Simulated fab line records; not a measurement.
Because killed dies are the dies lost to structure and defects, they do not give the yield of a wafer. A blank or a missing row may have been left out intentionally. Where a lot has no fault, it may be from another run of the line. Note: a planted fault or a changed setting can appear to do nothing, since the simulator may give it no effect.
Lot-split experiment    flow n5_finfet    21 wafers read from 7 lots, route of 1938 steps

THE SPLIT ITSELF
At N5_BEOL_M7_COAT_05 (resist thk 90 nm), the setting spin_rpm was moved away from the recipe's 1500 rpm on 9 of the 21 wafers read, by -8.7% to +6.0%. This setting was run at the recipe's value on the other wafers.

FROM THE SPLIT TO THE READING: what the file shows between them, 2 steps
- N5_BEOL_M7_EXPOSE_08: exposes mask M7 (also split here: dose_mj)
- N5_BEOL_M7_PEB_09: peb time 60 s

THE READING
CAR-ArF_of_BEOL_M7_COAT_05.thk_nm (the simulator's own value, which no gauge read), in nm, at N5_BEOL_M7_DEVELOP_10 (develop time 30 s). No usual value for it is given in the file. The 12 wafers here that ran the recipe average 88.5 nm, standard deviation 0.38 nm.

wafer   tool, chamber at the split  spin_rpm as run, rpm  against the recipe  CAR-ArF_of_BEOL_M7_COAT_05.thk_nm, nm  against lot-mates on the recipe
L074.1  litho_track-01, 0           1369                  -8.7%               92.4                                   +4.4
L074.5  litho_track-01, 0           1369                  -8.7%               92.4                                   +4.4
L074.3  litho_track-01, 0           1500                  recipe              88                                     -
L077.1  litho_track-05, 0           1386                  -7.6%               91.6                                   +3.6
L077.3  litho_track-05, 0           1386                  -7.6%               91.6                                   +3.6
L077.6  litho_track-05, 0           1500                  recipe              88                                     -
L079.1  litho_track-01, 0           1500                  recipe              88.8                                   -
L079.3  litho_track-01, 0           1500                  recipe              88.8                                   -
L079.6  litho_track-01, 0           1500                  recipe              88.8                                   -
L083.1  litho_track-05, 0           1436                  -4.3%               89.6                                   +1.5
L083.5  litho_track-05, 0           1500                  recipe              88                                     -
L083.6  litho_track-05, 0           1500                  recipe              88.2                                   -
L086.1  litho_track-05, 0           1500                  recipe              88.8                                   -
L086.2  litho_track-05, 0           1500                  recipe              89.2                                   -
L086.3  litho_track-05, 0           1430                  -4.7%               90.8                                   +1.8
L087.1  litho_track-01, 0           1567                  +4.5%               86.6                                   -1.9
L087.5  litho_track-01, 0           1500                  recipe              88.6                                   -
L087.6  litho_track-01, 0           1500                  recipe              88.4                                   -
L095.1  litho_track-01, 0           1590                  +6.0%               85.6                                   -3.0
L095.3  litho_track-01, 0           1590                  +6.0%               85.8                                   -2.8
L095.4  litho_track-01, 0           1500                  recipe              88.6                                   -

THE FIT
A straight line over all 21 wafers: CAR-ArF_of_BEOL_M7_COAT_05.thk_nm changes by -0.434 nm for each +1% of spin_rpm; r = -0.98; the points scatter about the line by 0.36 nm.
The same after taking each lot's own level away (the mean of its wafers on the recipe; 21 wafers): -0.475 nm for each +1%; r = -1.00; scatter 0.2 nm.
According to that fit, moving spin_rpm by its largest amount changes the reading by 4.1 nm.
Across the lots, their own levels run from 88.00 to 89.00 nm, a range of 2.6 times the standard deviation given above.
Hence the lot-to-lot level has little effect on the slope; both slopes agree.
Check: with one of the wafers moved furthest among these (-8.7%) left out of the fit, the line predicts +4.07 nm for it against its lot-mates. It came out at +4.4 nm against them.

OTHER SPLITS APPLIED TO THESE WAFERS
Note: prior to the reading, these wafers also went through further splits. Each is held against what the fit with the lots' levels taken away leaves over:
other split on the same wafers  wafers away from the commonest value  r with CAR-ArF_of_BEOL_M7_COAT_05.thk_nm (lot level and that fit taken away)
N5_BEOL_M7_EXPOSE_08 dose_mj    2                                     -0.03

THE WHOLE CHAIN: every reading that the file lists as answering this split, in the file's order
step                   what it does       reading                                                                             change (the file's fit)                r (the file's)
N5_BEOL_M7_COAT_05     resist thk 90 nm   CAR-ArF_of_BEOL_M7_COAT_05.thk_nm (the simulator's own value, which no gauge read)  -0.465 nm for each +1% of the setting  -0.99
N5_BEOL_M7_DEVELOP_10  develop time 30 s  CAR-ArF_of_BEOL_M7_COAT_05.thk_nm (the simulator's own value, which no gauge read)  -0.463 nm for each +1% of the setting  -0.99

THE FILE'S OWN FIT
CAR-ArF_of_BEOL_M7_COAT_05.thk_nm changes by -0.463 nm for each +1% of spin_rpm, r = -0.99.
